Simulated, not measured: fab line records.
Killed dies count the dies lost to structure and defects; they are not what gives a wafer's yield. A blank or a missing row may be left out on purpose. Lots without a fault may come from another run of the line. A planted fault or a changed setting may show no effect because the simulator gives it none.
fab line records :: flow n5Finfet
[record]
  lots = 7
  wafers = 39
route steps=1938 shown WELL_APT@32 FIN_SAQP@147 DUMMY_GATE@248 HKMG_FIN@435 GATE_CUT@493 MOL_CONTACT_COAG@559 BEOL_M4@1111
startH: start of the lot's first displayed wafer, in hours after the record's first day :: waitH: how many hours have passed since the lot's step before this one :: " repeats the value in the row above :: L1.1+2: several wafers, shown together as one row :: - value missing, or start not given :: * or withheld: withheld :: < > ~ a bound
route shown NAME@n: a module of which the file shows steps, and the number in the route of the first :: usual: mean/standard deviation taken from wafers without a fault :: same: alike in all rows :: chamber/n: place in a boat :: sites: each site's reading :: _std_site: how widely they spread, as a standard deviation :: _edge_site: mean of outer sites minus mean of inner sites :: radiusMm: how far each site lies from the wafer's centre :: mask NAME#n: copy n :: behind: tool/chamber where the wafer was last shaped :: hold: why the lot went on hold/how many hours it stayed there/how the hold came to an end :: device: names the non-switching transistor (n, p or np) :: end of line: tests run on the same wafers once the route is complete :: a step with no rows: only its recipe :: killed: count of dies lost to structure and defects at first sort (not the wafer's yield) :: map: shows each die of a wafer: x if killed, . if not, _ if none is there
set.NAME: the run value of the setting; set.NAME@STEP: its run value at that earlier step :: model.NAME: the simulator's own value behind a step, which no gauge read
lots run with intentionally changed settings; tables by step, rows by wafer
[[steps]]
[step N5_WELL_APT_IMPLANT_14]
[recipe]
  species = P
  energyKev = 160
  doseCm2 = 1.5e+13
  tiltDeg = 0
  rotationDeg = 0
[step N5_FIN_SAQP_FIN_ETCH_36]
[recipe]
  chemistry = HBr/Cl2/O2
  targetDepthA = 1200
  maskMaterial = SiNx
  timeS = 50.4
  biasW = 102
  pressureMtorr = 10
  icpW = 800
  HBr_flow_sccm = 150
  Cl2_flow_sccm = 80
  O2_flow_sccm = 12
[step N5_DUMMY_GATE_ETCH_44]
[recipe]
  chemistry = HBr/O2
  overEtchFrac = 0.7
  targetDepthA = 1275
  stopOn = SiO2
  ionEnergyEv = 60
  biasW = 20
  target = poly-Si
  maskMaterial = SiO2
  pressureMtorr = 20
  icpW = 400
  HBr_flow_sccm = 120
  O2_flow_sccm = 10
[step N5_HKMG_FIN_ETCH_32]
[recipe]
  chemistry = N2/H2
  target = SOC
  targetDepthA = 2400
  tempC = 40
  timeS = 300
  ionEnergyEv = 200
  maskMaterial = SiARC
  pressureMtorr = 30
  sourceW = 840
  biasW = 150
  n2FlowSccm = 200
  h2FlowSccm = 200
[step N5_GATE_CUT_ETCH_37]
[recipe]
  chemistry = N2/H2
  target = SOC
  targetDepthA = 600
  overetchA = 120
  maskMaterial = SiARC
  tempC = 40
  timeS = 90
  ionEnergyEv = 200
  pressureMtorr = 30
  sourceW = 840
  biasW = 150
  n2FlowSccm = 200
  h2FlowSccm = 200
[step N5_MOL_CONTACT_COAG_ALD_27]
[recipe]
  material = SiOC
  targetThkA = 170
  tempC = 400
  aldPrecursorFamily = carbosiloxane
  aldCoReactant = H2-plasma
  pulseTimeS = 1.5
  timeS = 2720
  purgeTimeS = 2
  coReactantPurgeTimeS = 2
  aldCycles = 340
  pressureTorr = 2
[step N5_MOL_CONTACT_COAG_CVD_140]
[recipe]
  material = W
  targetThkA = 665
  mode = selectiveFill
  tempC = 300
  timeS = 215
[step N5_BEOL_M4_RC_MEAS_101]
[usual]
  RS_NWELL = 1037/7.1
lot.wafer: L074.1
tool: prober-02
chamber: 0
startH: 175.95
waitH: 0.0
set.energyKev@WELL_APT_IMPLANT_14: 160
set.biasW@FIN_SAQP_FIN_ETCH_36: 102
set.targetDepthA@DUMMY_GATE_ETCH_44: 1275
set.biasW@HKMG_FIN_ETCH_32: 150
set.biasW@GATE_CUT_ETCH_37: 150
set.timeS@MOL_CONTACT_COAG_ALD_27: 2720
set.targetThkA@MOL_CONTACT_COAG_CVD_140: 665
RS_NWELL[ohm/sq]: 1034

lot.wafer: L074.2
tool: prober-02
chamber: 0
startH: 175.95
waitH: 0.0
set.energyKev@WELL_APT_IMPLANT_14: 146.4
set.biasW@FIN_SAQP_FIN_ETCH_36: 102
set.targetDepthA@DUMMY_GATE_ETCH_44: 1275
set.biasW@HKMG_FIN_ETCH_32: 173.5
set.biasW@GATE_CUT_ETCH_37: 150
set.timeS@MOL_CONTACT_COAG_ALD_27: 2720
set.targetThkA@MOL_CONTACT_COAG_CVD_140: 665
RS_NWELL[ohm/sq]: 1094

lot.wafer: L074.3
tool: prober-02
chamber: 0
startH: 175.95
waitH: 0.0
set.energyKev@WELL_APT_IMPLANT_14: 146.4
set.biasW@FIN_SAQP_FIN_ETCH_36: 102
set.targetDepthA@DUMMY_GATE_ETCH_44: 1275
set.biasW@HKMG_FIN_ETCH_32: 150
set.biasW@GATE_CUT_ETCH_37: 150
set.timeS@MOL_CONTACT_COAG_ALD_27: 2720
set.targetThkA@MOL_CONTACT_COAG_CVD_140: 665
RS_NWELL[ohm/sq]: 1106

lot.wafer: L074.4
tool: prober-02
chamber: 0
startH: 175.95
waitH: 0.0
set.energyKev@WELL_APT_IMPLANT_14: 146.4
set.biasW@FIN_SAQP_FIN_ETCH_36: 102
set.targetDepthA@DUMMY_GATE_ETCH_44: 1275
set.biasW@HKMG_FIN_ETCH_32: 173.5
set.biasW@GATE_CUT_ETCH_37: 150
set.timeS@MOL_CONTACT_COAG_ALD_27: 2720
set.targetThkA@MOL_CONTACT_COAG_CVD_140: 665
RS_NWELL[ohm/sq]: 1099

lot.wafer: L074.5
tool: prober-02
chamber: 0
startH: 175.95
waitH: 0.0
set.energyKev@WELL_APT_IMPLANT_14: 160
set.biasW@FIN_SAQP_FIN_ETCH_36: 102
set.targetDepthA@DUMMY_GATE_ETCH_44: 1275
set.biasW@HKMG_FIN_ETCH_32: 150
set.biasW@GATE_CUT_ETCH_37: 150
set.timeS@MOL_CONTACT_COAG_ALD_27: 2720
set.targetThkA@MOL_CONTACT_COAG_CVD_140: 665
RS_NWELL[ohm/sq]: 1051

lot.wafer: L074.6
tool: prober-02
chamber: 0
startH: 175.95
waitH: 0.0
set.energyKev@WELL_APT_IMPLANT_14: 160
set.biasW@FIN_SAQP_FIN_ETCH_36: 102
set.targetDepthA@DUMMY_GATE_ETCH_44: 1275
set.biasW@HKMG_FIN_ETCH_32: 173.5
set.biasW@GATE_CUT_ETCH_37: 150
set.timeS@MOL_CONTACT_COAG_ALD_27: 2720
set.targetThkA@MOL_CONTACT_COAG_CVD_140: 665
RS_NWELL[ohm/sq]: 1039

lot.wafer: L078.1
tool: prober-02
chamber: 0
startH: 202.25
waitH: 0.0
set.energyKev@WELL_APT_IMPLANT_14: 160
set.biasW@FIN_SAQP_FIN_ETCH_36: 95.64
set.targetDepthA@DUMMY_GATE_ETCH_44: 1130
set.biasW@HKMG_FIN_ETCH_32: 150
set.biasW@GATE_CUT_ETCH_37: 150
set.timeS@MOL_CONTACT_COAG_ALD_27: 2720
set.targetThkA@MOL_CONTACT_COAG_CVD_140: 750.7
RS_NWELL[ohm/sq]: 1044

lot.wafer: L078.2
tool: prober-02
chamber: 0
startH: 202.25
waitH: 0.0
set.energyKev@WELL_APT_IMPLANT_14: 172.3
set.biasW@FIN_SAQP_FIN_ETCH_36: 102
set.targetDepthA@DUMMY_GATE_ETCH_44: 1275
set.biasW@HKMG_FIN_ETCH_32: 150
set.biasW@GATE_CUT_ETCH_37: 159
set.timeS@MOL_CONTACT_COAG_ALD_27: 2720
set.targetThkA@MOL_CONTACT_COAG_CVD_140: 665
RS_NWELL[ohm/sq]: 996

lot.wafer: L078.3
tool: prober-02
chamber: 0
startH: 202.25
waitH: 0.0
set.energyKev@WELL_APT_IMPLANT_14: 160
set.biasW@FIN_SAQP_FIN_ETCH_36: 102
set.targetDepthA@DUMMY_GATE_ETCH_44: 1130
set.biasW@HKMG_FIN_ETCH_32: 157.5
set.biasW@GATE_CUT_ETCH_37: 150
set.timeS@MOL_CONTACT_COAG_ALD_27: 2720
set.targetThkA@MOL_CONTACT_COAG_CVD_140: 665
RS_NWELL[ohm/sq]: 1047

lot.wafer: L078.4
tool: prober-02
chamber: 0
startH: 202.25
waitH: 0.0
set.energyKev@WELL_APT_IMPLANT_14: 160
set.biasW@FIN_SAQP_FIN_ETCH_36: 102
set.targetDepthA@DUMMY_GATE_ETCH_44: 1275
set.biasW@HKMG_FIN_ETCH_32: 150
set.biasW@GATE_CUT_ETCH_37: 159
set.timeS@MOL_CONTACT_COAG_ALD_27: 2720
set.targetThkA@MOL_CONTACT_COAG_CVD_140: 665
RS_NWELL[ohm/sq]: 1033

lot.wafer: L078.5
tool: prober-02
chamber: 0
startH: 202.25
waitH: 0.0
set.energyKev@WELL_APT_IMPLANT_14: 172.3
set.biasW@FIN_SAQP_FIN_ETCH_36: 95.64
set.targetDepthA@DUMMY_GATE_ETCH_44: 1275
set.biasW@HKMG_FIN_ETCH_32: 157.5
set.biasW@GATE_CUT_ETCH_37: 150
set.timeS@MOL_CONTACT_COAG_ALD_27: 2720
set.targetThkA@MOL_CONTACT_COAG_CVD_140: 750.7
RS_NWELL[ohm/sq]: 1004

lot.wafer: L078.6
tool: prober-02
chamber: 0
startH: 202.25
waitH: 0.0
set.energyKev@WELL_APT_IMPLANT_14: 172.3
set.biasW@FIN_SAQP_FIN_ETCH_36: 95.64
set.targetDepthA@DUMMY_GATE_ETCH_44: 1130
set.biasW@HKMG_FIN_ETCH_32: 157.5
set.biasW@GATE_CUT_ETCH_37: 159
set.timeS@MOL_CONTACT_COAG_ALD_27: 2720
set.targetThkA@MOL_CONTACT_COAG_CVD_140: 750.7
RS_NWELL[ohm/sq]: 1001

lot.wafer: L079.1
tool: prober-02
chamber: 0
startH: 204.82
waitH: 0.0
set.energyKev@WELL_APT_IMPLANT_14: 160
set.biasW@FIN_SAQP_FIN_ETCH_36: 102
set.targetDepthA@DUMMY_GATE_ETCH_44: 1275
set.biasW@HKMG_FIN_ETCH_32: 123.4
set.biasW@GATE_CUT_ETCH_37: 150
set.timeS@MOL_CONTACT_COAG_ALD_27: 2720
set.targetThkA@MOL_CONTACT_COAG_CVD_140: 611.3
RS_NWELL[ohm/sq]: 1037

lot.wafer: L079.2
tool: prober-02
chamber: 0
startH: 204.82
waitH: 0.0
set.energyKev@WELL_APT_IMPLANT_14: 160
set.biasW@FIN_SAQP_FIN_ETCH_36: 89.36
set.targetDepthA@DUMMY_GATE_ETCH_44: 1378
set.biasW@HKMG_FIN_ETCH_32: 123.4
set.biasW@GATE_CUT_ETCH_37: 171.7
set.timeS@MOL_CONTACT_COAG_ALD_27: 2720
set.targetThkA@MOL_CONTACT_COAG_CVD_140: 665
RS_NWELL[ohm/sq]: 1043

lot.wafer: L079.3
tool: prober-02
chamber: 0
startH: 204.82
waitH: 0.0
set.energyKev@WELL_APT_IMPLANT_14: 160
set.biasW@FIN_SAQP_FIN_ETCH_36: 89.36
set.targetDepthA@DUMMY_GATE_ETCH_44: 1378
set.biasW@HKMG_FIN_ETCH_32: 150
set.biasW@GATE_CUT_ETCH_37: 150
set.timeS@MOL_CONTACT_COAG_ALD_27: 2720
set.targetThkA@MOL_CONTACT_COAG_CVD_140: 611.3
RS_NWELL[ohm/sq]: 1035

lot.wafer: L079.4
tool: prober-02
chamber: 0
startH: 204.82
waitH: 0.0
set.energyKev@WELL_APT_IMPLANT_14: 160
set.biasW@FIN_SAQP_FIN_ETCH_36: 102
set.targetDepthA@DUMMY_GATE_ETCH_44: 1378
set.biasW@HKMG_FIN_ETCH_32: 150
set.biasW@GATE_CUT_ETCH_37: 171.7
set.timeS@MOL_CONTACT_COAG_ALD_27: 2720
set.targetThkA@MOL_CONTACT_COAG_CVD_140: 611.3
RS_NWELL[ohm/sq]: 1038

lot.wafer: L079.5
tool: prober-02
chamber: 0
startH: 204.82
waitH: 0.0
set.energyKev@WELL_APT_IMPLANT_14: 160
set.biasW@FIN_SAQP_FIN_ETCH_36: 89.36
set.targetDepthA@DUMMY_GATE_ETCH_44: 1275
set.biasW@HKMG_FIN_ETCH_32: 123.4
set.biasW@GATE_CUT_ETCH_37: 150
set.timeS@MOL_CONTACT_COAG_ALD_27: 2720
set.targetThkA@MOL_CONTACT_COAG_CVD_140: 665
RS_NWELL[ohm/sq]: 1033

lot.wafer: L079.6
tool: prober-02
chamber: 0
startH: 204.82
waitH: 0.0
set.energyKev@WELL_APT_IMPLANT_14: 160
set.biasW@FIN_SAQP_FIN_ETCH_36: 102
set.targetDepthA@DUMMY_GATE_ETCH_44: 1275
set.biasW@HKMG_FIN_ETCH_32: 150
set.biasW@GATE_CUT_ETCH_37: 171.7
set.timeS@MOL_CONTACT_COAG_ALD_27: 2720
set.targetThkA@MOL_CONTACT_COAG_CVD_140: 665
RS_NWELL[ohm/sq]: 1027

lot.wafer: L082.1
tool: prober-01
chamber: 0
startH: 211.60
waitH: 0.0
set.energyKev@WELL_APT_IMPLANT_14: 160
set.biasW@FIN_SAQP_FIN_ETCH_36: 102
set.targetDepthA@DUMMY_GATE_ETCH_44: 1383
set.biasW@HKMG_FIN_ETCH_32: 163.3
set.biasW@GATE_CUT_ETCH_37: 139.8
set.timeS@MOL_CONTACT_COAG_ALD_27: 2720
set.targetThkA@MOL_CONTACT_COAG_CVD_140: 665
RS_NWELL[ohm/sq]: 1034

lot.wafer: L082.2
tool: prober-01
chamber: 0
startH: 211.60
waitH: 0.0
set.energyKev@WELL_APT_IMPLANT_14: 160
set.biasW@FIN_SAQP_FIN_ETCH_36: 102
set.targetDepthA@DUMMY_GATE_ETCH_44: 1383
set.biasW@HKMG_FIN_ETCH_32: 163.3
set.biasW@GATE_CUT_ETCH_37: 139.8
set.timeS@MOL_CONTACT_COAG_ALD_27: 3072
set.targetThkA@MOL_CONTACT_COAG_CVD_140: 593.3
RS_NWELL[ohm/sq]: 1041

lot.wafer: L082.3
tool: prober-01
chamber: 0
startH: 211.60
waitH: 0.0
set.energyKev@WELL_APT_IMPLANT_14: 149.1
set.biasW@FIN_SAQP_FIN_ETCH_36: 102
set.targetDepthA@DUMMY_GATE_ETCH_44: 1275
set.biasW@HKMG_FIN_ETCH_32: 150
set.biasW@GATE_CUT_ETCH_37: 139.8
set.timeS@MOL_CONTACT_COAG_ALD_27: 3072
set.targetThkA@MOL_CONTACT_COAG_CVD_140: 665
RS_NWELL[ohm/sq]: 1084

lot.wafer: L082.4
tool: prober-01
chamber: 0
startH: 211.60
waitH: 0.0
set.energyKev@WELL_APT_IMPLANT_14: 149.1
set.biasW@FIN_SAQP_FIN_ETCH_36: 102
set.targetDepthA@DUMMY_GATE_ETCH_44: 1275
set.biasW@HKMG_FIN_ETCH_32: 163.3
set.biasW@GATE_CUT_ETCH_37: 150
set.timeS@MOL_CONTACT_COAG_ALD_27: 2720
set.targetThkA@MOL_CONTACT_COAG_CVD_140: 593.3
RS_NWELL[ohm/sq]: 1084

lot.wafer: L082.5
tool: prober-01
chamber: 0
startH: 211.60
waitH: 0.0
set.energyKev@WELL_APT_IMPLANT_14: 149.1
set.biasW@FIN_SAQP_FIN_ETCH_36: 102
set.targetDepthA@DUMMY_GATE_ETCH_44: 1383
set.biasW@HKMG_FIN_ETCH_32: 150
set.biasW@GATE_CUT_ETCH_37: 150
set.timeS@MOL_CONTACT_COAG_ALD_27: 3072
set.targetThkA@MOL_CONTACT_COAG_CVD_140: 593.3
RS_NWELL[ohm/sq]: 1088

lot.wafer: L082.6
tool: prober-01
chamber: 0
startH: 211.60
waitH: 0.0
set.energyKev@WELL_APT_IMPLANT_14: 160
set.biasW@FIN_SAQP_FIN_ETCH_36: 102
set.targetDepthA@DUMMY_GATE_ETCH_44: 1275
set.biasW@HKMG_FIN_ETCH_32: 150
set.biasW@GATE_CUT_ETCH_37: 150
set.timeS@MOL_CONTACT_COAG_ALD_27: 2720
set.targetThkA@MOL_CONTACT_COAG_CVD_140: 665
RS_NWELL[ohm/sq]: 1026

lot.wafer: L085.4
tool: prober-01
chamber: 0
startH: 229.68
waitH: 0.7
set.energyKev@WELL_APT_IMPLANT_14: 160
set.biasW@FIN_SAQP_FIN_ETCH_36: 102
set.targetDepthA@DUMMY_GATE_ETCH_44: 1275
set.biasW@HKMG_FIN_ETCH_32: 150
set.biasW@GATE_CUT_ETCH_37: 150
set.timeS@MOL_CONTACT_COAG_ALD_27: 2720
set.targetThkA@MOL_CONTACT_COAG_CVD_140: 665
RS_NWELL[ohm/sq]: 1034

lot.wafer: L085.5
tool: prober-01
chamber: 0
startH: 229.68
waitH: 0.7
set.energyKev@WELL_APT_IMPLANT_14: 160
set.biasW@FIN_SAQP_FIN_ETCH_36: 102
set.targetDepthA@DUMMY_GATE_ETCH_44: 1275
set.biasW@HKMG_FIN_ETCH_32: 150
set.biasW@GATE_CUT_ETCH_37: 150
set.timeS@MOL_CONTACT_COAG_ALD_27: 2720
set.targetThkA@MOL_CONTACT_COAG_CVD_140: 665
RS_NWELL[ohm/sq]: 1024

lot.wafer: L085.6
tool: prober-01
chamber: 0
startH: 229.68
waitH: 0.7
set.energyKev@WELL_APT_IMPLANT_14: 160
set.biasW@FIN_SAQP_FIN_ETCH_36: 102
set.targetDepthA@DUMMY_GATE_ETCH_44: 1275
set.biasW@HKMG_FIN_ETCH_32: 150
set.biasW@GATE_CUT_ETCH_37: 150
set.timeS@MOL_CONTACT_COAG_ALD_27: 2720
set.targetThkA@MOL_CONTACT_COAG_CVD_140: 665
RS_NWELL[ohm/sq]: 1024

lot.wafer: L093.1
tool: prober-01
chamber: 0
startH: 308.36
waitH: 0.4
set.energyKev@WELL_APT_IMPLANT_14: 160
set.biasW@FIN_SAQP_FIN_ETCH_36: 102
set.targetDepthA@DUMMY_GATE_ETCH_44: 1275
set.biasW@HKMG_FIN_ETCH_32: 150
set.biasW@GATE_CUT_ETCH_37: 150
set.timeS@MOL_CONTACT_COAG_ALD_27: 2329
set.targetThkA@MOL_CONTACT_COAG_CVD_140: 753.2
RS_NWELL[ohm/sq]: 1039

lot.wafer: L093.2
tool: prober-01
chamber: 0
startH: 308.36
waitH: 0.4
set.energyKev@WELL_APT_IMPLANT_14: 150.8
set.biasW@FIN_SAQP_FIN_ETCH_36: 102
set.targetDepthA@DUMMY_GATE_ETCH_44: 1275
set.biasW@HKMG_FIN_ETCH_32: 150
set.biasW@GATE_CUT_ETCH_37: 150
set.timeS@MOL_CONTACT_COAG_ALD_27: 2720
set.targetThkA@MOL_CONTACT_COAG_CVD_140: 753.2
RS_NWELL[ohm/sq]: 1070

lot.wafer: L093.3
tool: prober-01
chamber: 0
startH: 308.36
waitH: 0.4
set.energyKev@WELL_APT_IMPLANT_14: 160
set.biasW@FIN_SAQP_FIN_ETCH_36: 102
set.targetDepthA@DUMMY_GATE_ETCH_44: 1275
set.biasW@HKMG_FIN_ETCH_32: 150
set.biasW@GATE_CUT_ETCH_37: 150
set.timeS@MOL_CONTACT_COAG_ALD_27: 2329
set.targetThkA@MOL_CONTACT_COAG_CVD_140: 665
RS_NWELL[ohm/sq]: 1036

lot.wafer: L093.4
tool: prober-01
chamber: 0
startH: 308.36
waitH: 0.4
set.energyKev@WELL_APT_IMPLANT_14: 160
set.biasW@FIN_SAQP_FIN_ETCH_36: 102
set.targetDepthA@DUMMY_GATE_ETCH_44: 1275
set.biasW@HKMG_FIN_ETCH_32: 158.5
set.biasW@GATE_CUT_ETCH_37: 150
set.timeS@MOL_CONTACT_COAG_ALD_27: 2720
set.targetThkA@MOL_CONTACT_COAG_CVD_140: 665
RS_NWELL[ohm/sq]: 1036

lot.wafer: L093.5
tool: prober-01
chamber: 0
startH: 308.36
waitH: 0.4
set.energyKev@WELL_APT_IMPLANT_14: 150.8
set.biasW@FIN_SAQP_FIN_ETCH_36: 102
set.targetDepthA@DUMMY_GATE_ETCH_44: 1275
set.biasW@HKMG_FIN_ETCH_32: 158.5
set.biasW@GATE_CUT_ETCH_37: 150
set.timeS@MOL_CONTACT_COAG_ALD_27: 2720
set.targetThkA@MOL_CONTACT_COAG_CVD_140: 753.2
RS_NWELL[ohm/sq]: 1069

lot.wafer: L093.6
tool: prober-01
chamber: 0
startH: 308.36
waitH: 0.4
set.energyKev@WELL_APT_IMPLANT_14: 150.8
set.biasW@FIN_SAQP_FIN_ETCH_36: 102
set.targetDepthA@DUMMY_GATE_ETCH_44: 1275
set.biasW@HKMG_FIN_ETCH_32: 158.5
set.biasW@GATE_CUT_ETCH_37: 150
set.timeS@MOL_CONTACT_COAG_ALD_27: 2329
set.targetThkA@MOL_CONTACT_COAG_CVD_140: 665
RS_NWELL[ohm/sq]: 1081

lot.wafer: L096.1
tool: prober-01
chamber: 0
startH: 332.36
waitH: 0.0
set.energyKev@WELL_APT_IMPLANT_14: 171.3
set.biasW@FIN_SAQP_FIN_ETCH_36: 102
set.targetDepthA@DUMMY_GATE_ETCH_44: 1275
set.biasW@HKMG_FIN_ETCH_32: 167.9
set.biasW@GATE_CUT_ETCH_37: 150
set.timeS@MOL_CONTACT_COAG_ALD_27: 2720
set.targetThkA@MOL_CONTACT_COAG_CVD_140: 665
RS_NWELL[ohm/sq]: 1009

lot.wafer: L096.2
tool: prober-01
chamber: 0
startH: 332.36
waitH: 0.0
set.energyKev@WELL_APT_IMPLANT_14: 160
set.biasW@FIN_SAQP_FIN_ETCH_36: 102
set.targetDepthA@DUMMY_GATE_ETCH_44: 1275
set.biasW@HKMG_FIN_ETCH_32: 167.9
set.biasW@GATE_CUT_ETCH_37: 130.8
set.timeS@MOL_CONTACT_COAG_ALD_27: 3027
set.targetThkA@MOL_CONTACT_COAG_CVD_140: 665
RS_NWELL[ohm/sq]: 1038

lot.wafer: L096.3
tool: prober-01
chamber: 0
startH: 332.36
waitH: 0.0
set.energyKev@WELL_APT_IMPLANT_14: 160
set.biasW@FIN_SAQP_FIN_ETCH_36: 102
set.targetDepthA@DUMMY_GATE_ETCH_44: 1142
set.biasW@HKMG_FIN_ETCH_32: 150
set.biasW@GATE_CUT_ETCH_37: 150
set.timeS@MOL_CONTACT_COAG_ALD_27: 3027
set.targetThkA@MOL_CONTACT_COAG_CVD_140: 665
RS_NWELL[ohm/sq]: 1032

lot.wafer: L096.4
tool: prober-01
chamber: 0
startH: 332.36
waitH: 0.0
set.energyKev@WELL_APT_IMPLANT_14: 171.3
set.biasW@FIN_SAQP_FIN_ETCH_36: 102
set.targetDepthA@DUMMY_GATE_ETCH_44: 1142
set.biasW@HKMG_FIN_ETCH_32: 150
set.biasW@GATE_CUT_ETCH_37: 130.8
set.timeS@MOL_CONTACT_COAG_ALD_27: 2720
set.targetThkA@MOL_CONTACT_COAG_CVD_140: 665
RS_NWELL[ohm/sq]: 998

lot.wafer: L096.5
tool: prober-01
chamber: 0
startH: 332.36
waitH: 0.0
set.energyKev@WELL_APT_IMPLANT_14: 171.3
set.biasW@FIN_SAQP_FIN_ETCH_36: 102
set.targetDepthA@DUMMY_GATE_ETCH_44: 1142
set.biasW@HKMG_FIN_ETCH_32: 167.9
set.biasW@GATE_CUT_ETCH_37: 150
set.timeS@MOL_CONTACT_COAG_ALD_27: 2720
set.targetThkA@MOL_CONTACT_COAG_CVD_140: 665
RS_NWELL[ohm/sq]: 997

lot.wafer: L096.6
tool: prober-01
chamber: 0
startH: 332.36
waitH: 0.0
set.energyKev@WELL_APT_IMPLANT_14: 160
set.biasW@FIN_SAQP_FIN_ETCH_36: 102
set.targetDepthA@DUMMY_GATE_ETCH_44: 1275
set.biasW@HKMG_FIN_ETCH_32: 150
set.biasW@GATE_CUT_ETCH_37: 130.8
set.timeS@MOL_CONTACT_COAG_ALD_27: 3027
set.targetThkA@MOL_CONTACT_COAG_CVD_140: 665
RS_NWELL[ohm/sq]: 1040
[[key]]
[split]
  step = N5_WELL_APT_IMPLANT_14
  setting = energyKev
  statedAs = 160
[response]
  step = N5_BEOL_M4_RC_MEAS_101
  reading = RS_NWELL
  slope = -6.35
  per = 1%
  togetherWith = all
  explained = 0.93
[split]
  step = N5_FIN_SAQP_FIN_ETCH_36
  setting = biasW
  statedAs = 102
response none clear
[split]
  step = N5_DUMMY_GATE_ETCH_44
  setting = targetDepthA
  statedAs = 1275
response none clear
[split]
  step = N5_HKMG_FIN_ETCH_32
  setting = biasW
  statedAs = 150
response none clear
[split]
  step = N5_GATE_CUT_ETCH_37
  setting = biasW
  statedAs = 150
response none clear
[split]
  step = N5_MOL_CONTACT_COAG_ALD_27
  setting = timeS
  statedAs = 2720
response none clear
[split]
  step = N5_MOL_CONTACT_COAG_CVD_140
  setting = targetThkA
  statedAs = 665
response none clear
